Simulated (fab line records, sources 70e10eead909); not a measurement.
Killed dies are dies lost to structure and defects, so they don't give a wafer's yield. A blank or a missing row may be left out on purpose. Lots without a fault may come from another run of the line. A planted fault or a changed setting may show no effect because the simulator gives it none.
Which tool did it? | flow nand_harc | 15 lots, 45 wafers sampled, at 1 step of a route of 1302

WHAT THE GAUGES READ, wafer by wafer
NHARC_A_BLC_INSPECT_12.
lot  | measured     | on                | raw_defect_count
L589 | day 22 21:01 | defect_inspect-02 | 17 9 17
L590 | day 23 07:56 | defect_inspect-01 | 152 183 155
L592 | day 23 16:30 | defect_inspect-01 | 74 83 84
L594 | day 24 03:08 | defect_inspect-01 | 115 121 114
L597 | day 25 22:17 | defect_inspect-02 | 28 31 38
L596 | day 26 02:06 | defect_inspect-02 | 121 118 116
L598 | day 26 07:59 | defect_inspect-01 | 41 32 41
L599 | day 26 21:27 | defect_inspect-02 | 60 57 66
L601 | day 27 03:50 | defect_inspect-02 | 58 39 42
L600 | day 27 07:26 | defect_inspect-02 | 79 79 90
L608 | day 30 04:50 | defect_inspect-01 | 115 126 104
L610 | day 30 21:13 | defect_inspect-01 | 25 21 20
L609 | day 30 23:53 | defect_inspect-01 | 130 132 116
L611 | day 31 17:43 | defect_inspect-01 | 68 53 65
L612 | day 31 18:56 | defect_inspect-02 | 124 137 110

WHICH TOOL RAN EACH LOT (tool, then ch and the chambers of the sampled wafers, then the start)
The record holds no process step before these readings.

WHAT THE TOOLS THEMSELVES READ (means of the sampled wafers that have a number; where no wafer has one, the mark that the record gives instead)
The record holds no such reading with a usual standard deviation.

THE ANSWER, worked out from the rows above alone
Rule: what is usual is taken from the lots themselves. Put in order of their means at a reading, lots are off if they are a third of the lots or fewer, leave a main group of 4 or more, and stand apart from it by a gap of 3 or more times the standard deviation of the main group's means; of several such gaps the widest counts. A main group whose means are all the same, to the digits that the tables above print for the reading, isn't used. A lot without any number at a reading at which 4 lots or more have one is off too. The other lots that the step has rows for count as sound. The gauges are gone through in route order, then the tools' own readings, and for those a lot's mean is taken as printed above. The first step at which some lot is off is used, and at that step the reading that is off furthest; a lot without a number counts as furthest.
No lot is off at any reading shown: from this, nothing can be told.

WHAT THE SIMULATOR HAD PUT IN
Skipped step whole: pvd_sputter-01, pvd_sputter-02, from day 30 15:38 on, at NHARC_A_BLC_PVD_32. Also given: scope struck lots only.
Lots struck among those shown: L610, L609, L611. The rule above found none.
